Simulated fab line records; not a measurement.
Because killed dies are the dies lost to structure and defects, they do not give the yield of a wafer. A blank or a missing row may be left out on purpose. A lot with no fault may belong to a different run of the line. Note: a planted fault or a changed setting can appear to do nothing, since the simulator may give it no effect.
Matching of chambers    flow n5Finfet    N5_BEOL_M10_VIA_ETCH_34 on rieDiel-05: 4 sister chambers
The step etches SiCOH lowk in C4F6/O2, target depth 184.5 nm, time 69.2 s. 20 wafers are shown with their chamber, then 10 later ones without.

EACH WAFER AND ITS CHAMBER
wafer   chamber  throttleValvePct (%)  showerheadPlenumPTorr (Torr)  drypumpMotorCurrentA (A)
L074.3  0        20.42                 2.78                          6.0
L074.4  1        21.03                 2.74                          6.5
L074.5  1        21.04                 2.74                          6.4
L075.2  2        20.54                 2.88                          5.2
L075.4  3        21.09                 2.73                          4.9
L075.6  2        20.56                 2.88                          5.2
L077.1  1        21.05                 2.74                          6.4
L077.2  3        21.10                 2.73                          4.9
L077.5  3        21.08                 2.73                          4.9
L078.1  0        20.44                 2.78                          5.9
L078.2  2        20.55                 2.88                          5.2
L078.6  1        21.05                 2.74                          6.5
L080.1  2        20.56                 2.88                          5.2
L080.3  3        21.10                 2.72                          4.9
L080.5  0        20.43                 2.77                          6.0
L079.1  2        20.58                 2.88                          5.3
L079.4  0        20.44                 2.77                          5.9
L079.5  2        20.57                 2.88                          5.2
L082.1  0        20.45                 2.77                          6.0
L082.2  3        21.10                 2.72                          4.9

SIGNATURES (averages over the wafers above)
reading                chamber 0  chamber 1  chamber 2  chamber 3  scatter within a chamber
throttleValvePct       20.4360    21.0425    20.5600    21.0940    0.0115
showerheadPlenumPTorr  2.7740     2.7400     2.8800     2.7260     0.00387
drypumpMotorCurrentA   5.960      6.450      5.217      4.900      0.0435
Rule: a wafer's distance from a chamber is the root of the sum, over the readings, of the square of ((its reading less the chamber's mean) divided by the reading's scatter). If the next closest chamber is less than 2 further off than the closest, the wafer can't be placed; otherwise it belongs to the closest. The scatter is the square root of a quotient: the sum, over the shown wafers, of each reading's squared deviation from its chamber's mean, divided by wafers minus chambers.

WAFERS MISSING THEIR CHAMBER
wafer   throttleValvePct (%)  showerheadPlenumPTorr (Torr)  drypumpMotorCurrentA (A)
L082.6  21.11                 2.72                          4.9
L081.2  20.46                 2.77                          5.9
L081.4  20.59                 2.88                          5.2
L081.6  21.11                 2.72                          4.9
L084.2  20.60                 2.87                          5.2
L084.3  20.45                 2.77                          6.0
L084.6  20.58                 2.87                          5.2
L089.2  21.08                 2.73                          6.4
L089.5  20.46                 2.76                          5.9
L089.6  21.06                 2.73                          6.4

WHICH CHAMBER EACH WENT THROUGH
wafer   from the rows above  in truth
L082.6  3                    3
L081.2  0                    0
L081.4  2                    2
L081.6  3                    3
L084.2  2                    2
L084.3  0                    0
L084.6  2                    2
L089.2  1                    1
L089.5  0                    0
L089.6  1                    1
Placed correctly: 10 of 10. Left unplaced by these rows: 0. Placed wrongly: 0.
